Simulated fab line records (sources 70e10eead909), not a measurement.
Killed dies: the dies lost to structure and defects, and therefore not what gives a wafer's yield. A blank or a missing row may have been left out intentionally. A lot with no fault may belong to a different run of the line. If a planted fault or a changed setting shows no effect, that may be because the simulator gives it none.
fab line records | flow nand-harc
[record] lots = 14 wafers = 42 last-day = 33
route steps=1302 shown A_STAIRCASE@738
lots untouched by any fault: they come from a run of this same line in which no faults occurred
start-h: hours from the record's first day to the start of the lot's first wafer shown | wait-h: how many hours have passed since the lot's step before this one | " repeats the value in the row above | L1.1+2: a row that stands for several wafers | - either no value or no given start | * or withheld: withheld | < > ~ a bound
route shown NAME@n: a module of which the file shows steps, and the number in the route of the first | usual: the fault-free wafers' mean and standard deviation | same: alike in all rows | chamber/n: place in a boat | sites: each site's reading | _std_site: standard deviation across them | _edge_site: inner sites' mean taken away from outer sites' mean | radius-mm: how far each site lies from the wafer's centre | mask NAME#n: copy n | behind: the last tool/chamber to shape the wafer | hold: what put the lot on hold/how long, in hours/how the hold closed | device: the n, p or np transistor that did not switch | end of line: tests run on the same wafers once the route is complete | where a step has no rows: the recipe by itself | killed: the dies lost at the first sort to structure and to defects; this is not the yield of the wafer | map: dies across one wafer; x = killed, . = not, _ = none there
set.NAME: setting as actually run; set.NAME@STEP: the setting as run at that earlier step | model.NAME: the simulator's own value behind a step, which no gauge read
one table for each step of the route and one row for each wafer, over a sample of lots
services: a tool's chamber out of use, with start hour (start-h, from the record's first day; less than 0 if before it), hours out, and reason
[[steps]]
[step NHARC_A_STAIRCASE_TRIM_224]
[recipe] time-s = 211.2 o2-flow-sccm = 500 ar-flow-sccm = 0 bias-w = 0 chemistry = O2
[usual] drypump-motor-current-A = 5.7/0.52 oes-product-au = 1.001/0.01 rf-vpp-V = 57.8/0.85 showerhead-plenum-p-Torr = 3.49/0.099 throttle-valve-pct = 17.038/0.0096
// columns lot.wafer tool chamber start-h wait-h drypump-motor-current-A oes-product-au rf-hours-counter-h rf-vpp-V showerhead-plenum-p-Torr throttle-valve-pct
L291.4 rie-diel-10 2 - - 5.9 0.998 44 58.5 3.66 17.061
L291.1 " 0 " " 5.7 1.022 46 56.1 3.31 17.030
L291.5 " 3 " " 5.0 1.010 - 57.1 3.60 17.040
L292.3 rie-diel-12 3 - - 6.0 0.991 36 57.4 3.58 17.034
L292.1 " 0 " " 6.1 0.989 37 57.8 3.44 17.019
L292.5 " 1 " " 5.9 0.990 - 55.6 3.51 17.040
L293.4 rie-diel-10 1 - - 6.5 1.015 57 58.1 3.51 17.053
L293.3 " 2 " " 5.9 0.993 57 58.6 3.66 17.043
L293.1 " 3 " " 4.9 1.007 60 57.8 3.59 17.033
L295.1 rie-diel-06 2 - - 4.6 1.008 26 58.6 3.58 17.045
L295.4 " 3 " " 5.3 1.003 - 57.9 3.47 17.056
L295.6 " 2 " " 4.6 1.002 - 59.1 3.58 17.037
L297.3 rie-diel-06 1 - - 6.0 1.015 36 58.4 3.34 17.035
L297.2 " 2 " " 4.7 1.009 29 57.2 3.58 17.025
L297.6 " 1 " " 6.0 1.020 - 57.8 3.34 17.044
L296.4 rie-diel-12 1 - - 5.9 0.992 48 58.2 3.50 17.038
L296.2 " 0 " " 6.1 0.993 46 58.5 3.44 17.025
L296.6 " 1 " " 5.9 0.995 - 57.7 3.50 17.048
L299.4 rie-diel-10 0 - - 5.7 0.995 7 55.8 3.30 17.017
L299.3 " 2 " " 5.9 0.992 6 57.6 3.65 17.033
L299.2 " 3 " " 5.0 0.998 6 58.3 3.58 17.045
L301.1 rie-diel-10 1 - - 6.5 0.994 19 57.5 3.49 17.023
L301.3 " 2 " " 6.0 0.976 21 57.0 3.64 17.035
L301.6 " 3 " " 5.0 0.992 - 58.6 3.58 17.042
L303.4 rie-diel-10 2 - - 5.9 0.982 23 59.2 3.64 17.038
L303.2 " 1 " " 6.5 0.998 21 57.8 3.49 17.023
L303.5 " 3 " " 5.0 1.005 - 57.0 3.57 17.051
L307.2 rie-diel-06 3 - - 5.3 1.011 9 58.7 3.46 17.042
L307.3 " 0 " " 6.3 1.022 8 58.6 3.57 17.028
L307.6 " 2 " " 4.6 0.998 - 57.7 3.56 17.030
L309.1 rie-diel-06 2 - - 4.6 0.999 15 58.5 3.56 17.040
L309.4 " 3 " " 5.4 1.012 14 55.7 3.45 17.041
L309.5 " 2 " " 4.6 1.000 - 57.8 3.56 17.033
L310.4 rie-diel-06 3 - - 5.3 1.007 26 57.8 3.45 17.030
L310.6 " 3 " " 5.4 1.003 - 57.3 3.45 17.027
L310.5 " 0 " " 6.4 1.001 - 58.3 3.56 17.041
L312.2 rie-diel-12 1 - - 5.9 0.993 38 57.0 3.47 17.032
L312.1 " 2 " " 5.8 0.998 38 57.6 3.50 17.045
L312.6 " 1 " " 5.9 0.989 - 57.5 3.47 17.036
L313.1 rie-diel-10 2 - - 5.9 0.987 63 57.6 3.61 17.034
L313.3 " 3 " " 5.0 0.999 54 58.8 3.56 17.040
L313.5 " 1 " " 6.5 0.996 - 56.6 3.47 17.044
[step NHARC_A_STAIRCASE_ETCH_230]
[recipe] target-depth-a = 1000 time-s = 40.5 ion-energy-ev = 400 c4f8-flow-sccm = 20 o2-flow-sccm = 10 ar-flow-sccm = withheld rf-w = 600 bias-w = 1000 chemistry = C4F8/O2
[usual] oes-product-au = 0.953/0.018 rf-vpp-V = 895/3.7
// columns lot.wafer tool chamber start-h wait-h oes-product-au rf-hours-counter-h rf-vpp-V
L291.4 rie-diel-12 2 - - 0.955 29 896
L291.1 " 3 " " 0.968 29 897
L291.5 " 0 " " 0.967 - 894
L292.1 rie-diel-10 0 - - 0.984 59 888
L292.3 " 2 " " 0.913 56 902
L292.5 " 0 " " 0.988 - 887
L293.1 rie-diel-10 1 - - 0.949 57 896
L293.4 " 2 " " 0.957 57 900
L293.3 " 3 " " 0.948 60 897
L295.4 rie-diel-12 3 - - 0.954 39 899
L295.1 " 1 " " 0.976 40 895
L295.6 " 2 " " 0.964 - 897
L297.3 rie-diel-06 1 - - 0.960 36 889
L297.2 " 2 " " 0.958 29 898
L297.6 " 1 " " 0.957 - 889
L296.4 rie-diel-12 2 - - 0.931 48 895
L296.2 " 3 " " 0.931 47 897
L296.6 " 1 " " 0.951 - 895
L299.2 rie-diel-10 2 - - 0.939 6 900
L299.3 " 3 " " 0.949 7 897
L299.4 " 1 " " 0.944 6 895
L301.3 rie-diel-10 2 - - 0.935 21 900
L301.1 " 3 " " 0.939 20 898
L301.6 " 3 " " 0.937 - 897
L303.2 rie-diel-10 0 - - 0.953 20 887
L303.4 " 1 " " 0.922 21 895
L303.5 " 3 " " 0.940 - 898
L307.3 rie-diel-06 3 - - 0.949 9 893
L307.2 " 0 " " 0.953 9 896
L307.6 " 3 " " 0.949 - 894
L309.1 rie-diel-06 0 - - 0.962 14 898
L309.4 " 1 " " 0.953 15 887
L309.5 " 0 " " 0.957 - 898
L310.4 rie-diel-06 1 - - 0.935 28 888
L310.6 " 2 " " 0.943 - 897
L310.5 " 3 " " 0.960 - 892
L312.2 rie-diel-12 2 - - 0.942 38 896
L312.1 " 1 " " 0.937 38 894
L312.6 " 1 " " 0.947 - 895
L313.3 rie-diel-12 0 - - 0.951 42 891
L313.1 " 1 " " 0.950 44 894
L313.5 " 3 " " 0.981 - 897
[step NHARC_A_STAIRCASE_ETCH_232]
[recipe] target-depth-a = 1000 time-s = 40.5 ion-energy-ev = 400 c4f8-flow-sccm = 20 o2-flow-sccm = 10 ar-flow-sccm = withheld rf-w = 600 bias-w = 1000 chemistry = C4F8/O2
[usual] oes-product-au = 0.948/0.014 rf-vpp-V = 895/3.7
// columns lot.wafer tool chamber start-h wait-h oes-product-au rf-hours-counter-h rf-vpp-V
L291.1 rie-diel-12 3 368.29 - 0.970 30 898
L291.4 " 0 " " 0.936 29 895
L291.5 " 1 " " 0.944 - 896
L292.1 rie-diel-10 1 397.82 - 0.956 56 895
L292.3 " 3 " " 0.958 59 899
L292.5 " 1 " " 0.952 - 896
L293.4 rie-diel-10 1 400.60 - 0.940 57 894
L293.1 " 3 " " 0.947 60 899
L293.3 " 0 " " 0.946 60 887
L295.4 rie-diel-12 3 408.61 - 0.943 39 899
L295.1 " 2 " " 0.948 38 897
L295.6 " 0 " " 0.941 - 893
L297.2 rie-diel-06 2 420.27 - 0.938 29 898
L297.3 " 3 " " 0.934 39 896
L297.6 " 1 " " 0.929 - 889
L296.4 rie-diel-12 2 420.49 - 0.919 48 896
L296.2 " 3 " " 0.925 47 897
L296.6 " 1 " " 0.912 - 895
L299.3 rie-diel-10 2 452.23 - 0.920 6 900
L299.2 " 0 " " 0.944 7 887
L299.4 " 1 " " 0.934 7 896
L301.3 rie-diel-10 3 488.77 - 0.964 20 896
L301.1 " 0 " " 0.749 18 888
L301.6 " 3 " " 0.954 - 897
L303.2 rie-diel-10 2 497.70 - 0.928 24 899
L303.4 " 0 " " 0.742 20 887
L303.5 " 3 " " 0.950 - 897
L307.2 rie-diel-06 2 522.92 - 0.950 10 897
L307.3 " 3 " " 0.956 10 892
L307.6 " 0 " " 0.949 - 899
L309.1 rie-diel-06 3 537.84 - 0.960 15 894
L309.4 " 1 " " 0.944 15 889
L309.5 " 3 " " 0.948 - 894
L310.4 rie-diel-06 1 568.22 - 0.947 28 887
L310.5 " 3 " " 0.954 - 892
L310.6 " 0 " " 0.952 - 896
L312.2 rie-diel-12 3 577.58 - 0.962 37 896
L312.1 " 2 " " 0.936 38 894
L312.6 " 1 " " 0.944 - 895
L313.1 rie-diel-12 0 592.71 - 0.958 42 893
L313.3 " 2 " " 0.961 44 896
L313.5 " 3 " " 0.971 - 897
[step NHARC_A_STAIRCASE_TRIM_233]
[recipe] time-s = 211.2 o2-flow-sccm = 500 ar-flow-sccm = 0 bias-w = 0 chemistry = O2
[usual] drypump-motor-current-A = 5.8/0.52 oes-product-au = 1.002/0.011 rf-vpp-V = 57.7/0.9 showerhead-plenum-p-Torr = 3.50/0.1 throttle-valve-pct = 17.038/0.0089
// columns lot.wafer tool chamber start-h wait-h drypump-motor-current-A oes-product-au rf-hours-counter-h rf-vpp-V showerhead-plenum-p-Torr throttle-valve-pct
L291.4 rie-diel-12 3 - - 6.0 0.990 30 59.0 3.58 17.025
L291.1 " 1 " " 5.9 0.992 29 58.3 3.51 17.018
L291.5 " 3 " " 6.0 0.992 - 58.6 3.58 17.044
L292.3 rie-diel-10 2 - - 6.0 0.994 56 59.8 3.66 17.031
L292.1 " 0 " " 5.7 1.012 59 57.0 3.31 17.038
L292.5 " 2 " " 6.0 0.987 - 58.6 3.66 17.030
L293.4 rie-diel-10 1 - - 6.5 1.010 57 57.4 3.51 17.036
L293.3 " 2 " " 5.9 0.995 57 58.0 3.66 17.036
L293.1 " 0 " " 5.6 1.026 60 55.1 3.30 17.039
L295.1 rie-diel-12 3 - - 6.0 0.988 39 58.8 3.57 17.037
L295.4 " 0 " " 6.1 0.996 41 56.6 3.44 17.025
L295.6 " 2 " " 5.8 0.981 - 58.0 3.53 17.023
L297.2 rie-diel-06 3 - - 5.3 1.016 40 58.4 3.47 17.039
L297.3 " 1 " " 6.0 1.008 37 56.4 3.34 17.039
L297.6 " 2 " " 4.6 1.014 - 57.2 3.58 17.034
L296.4 rie-diel-12 2 - - 5.8 0.987 49 58.4 3.53 17.036
L296.2 " 3 " " 6.0 0.979 48 56.1 3.57 17.035
L296.6 " 3 " " 6.0 0.981 - 58.0 3.57 17.050
L299.4 rie-diel-10 2 - - 6.0 1.000 6 57.6 3.65 17.048
L299.3 " 3 " " 5.0 0.995 7 58.0 3.58 17.038
L299.2 " 0 " " 5.6 1.007 7 57.2 3.30 17.046
L301.3 rie-diel-10 0 - - 5.7 1.009 18 56.5 3.29 17.029
L301.1 " 2 " " 5.9 1.000 21 58.7 3.64 17.034
L301.6 " 1 " " 6.5 0.999 - 59.0 3.49 17.051
L303.4 rie-diel-10 2 - - 5.9 0.985 24 58.1 3.64 17.047
L303.2 " 1 " " 6.5 0.991 22 57.1 3.49 17.034
L303.5 " 2 " " 6.0 0.987 - 57.9 3.64 17.040
L307.3 rie-diel-06 0 - - 6.3 1.022 9 58.1 3.57 17.042
L307.2 " 2 " " 4.7 1.018 10 57.6 3.56 17.039
L307.6 " 0 " " 6.4 1.012 - 58.5 3.57 17.021
L309.1 rie-diel-06 0 - - 6.4 1.017 15 58.2 3.57 17.039
L309.4 " 3 " " 5.4 1.009 15 57.7 3.45 17.041
L309.5 " 1 " " 6.0 0.996 - 56.7 3.32 17.042
L310.4 rie-diel-06 3 - - 5.3 1.013 26 57.0 3.45 17.034
L310.6 " 3 " " 5.3 1.021 - 55.4 3.45 17.036
L310.5 " 0 " " 6.4 1.010 - 57.6 3.56 17.027
L312.2 rie-diel-12 2 - - 5.8 0.985 38 56.6 3.50 17.042
L312.1 " 3 " " 6.0 1.002 38 57.6 3.54 17.029
L312.6 " 3 " " 6.0 1.003 - 58.3 3.54 17.032
L313.3 rie-diel-12 3 - - 6.0 1.003 45 57.8 3.54 17.033
L313.1 " 2 " " 5.8 0.991 44 57.5 3.49 17.043
L313.5 " 3 " " 6.0 1.014 - 58.7 3.54 17.040
[[services]]
// columns tool chamber start-h hours kind
rie-diel-10 0 353.17 - clean
rie-diel-10 1 353.17 - clean
rie-diel-10 2 353.17 - clean
rie-diel-10 3 353.17 - clean
rie-diel-10 0 377.78 - clean
rie-diel-10 1 377.78 - clean
rie-diel-10 2 377.78 - clean
rie-diel-10 3 377.78 - clean
rie-diel-06 0 382.08 59.9 repair
rie-diel-06 2 392.11 8.8 repair
rie-diel-10 2 393.98 2.7 repair
rie-diel-10 0 402.28 - clean
rie-diel-10 1 402.28 - clean
rie-diel-10 2 402.28 - clean
rie-diel-10 3 402.28 - clean
rie-diel-10 - 419.65 9.0 pm
rie-diel-10 0 419.65 9.0 vent-cycle
rie-diel-10 1 419.65 9.0 vent-cycle
rie-diel-06 3 426.35 13.7 repair
rie-diel-12 - 446.86 9.0 pm
rie-diel-06 0 474.62 15.1 repair
rie-diel-06 - 486.56 9.0 pm
rie-diel-06 3 557.88 3.3 repair
rie-diel-12 0 570.96 13.3 repair
[[key]]
[first-sign] step = NHARC_A_STAIRCASE_ETCH_232 reading = oes-product-au direction = down sigmas = 14 usual = 0.948 struck = 0.745
effect none on later readings
met-at NHARC_A_STAIRCASE_ETCH_232
struck-lots L301,L303
struck-wafers L301.1,L303.4
later-rows-left-out L301.1,L303.4
sort-left-out L301.1,L303.4
tester-left-out L301,L303
not-acting-at NHARC_A_STAIRCASE_TRIM_224,NHARC_A_STAIRCASE_ETCH_230,NHARC_A_STAIRCASE_TRIM_233
onset-between 452.23 488.77
[fault] kind = process-parameter-drift tool = rie-diel-10 chamber = 0 onset-h = 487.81 steps = NHARC_A_STAIRCASE_ETCH_232 channel = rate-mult offset = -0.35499 shape = step end-h = 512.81
// tester-left-out: of these lots the tester's yield and bins aren't shown, on N5 and GAA mostly nor the transistor test; their killed dies are dies lost to structure and defects alone, not to doping, threshold or leakage, so they don't give the yield
// sort-left-out: the simulated sort isn't trusted on such a fault, so these wafers' sort isn't shown, and their yield isn't known
// later-rows-left-out: the simulator's readings of these wafers behind a module that went badly wrong aren't trusted and aren't shown, but for the sort
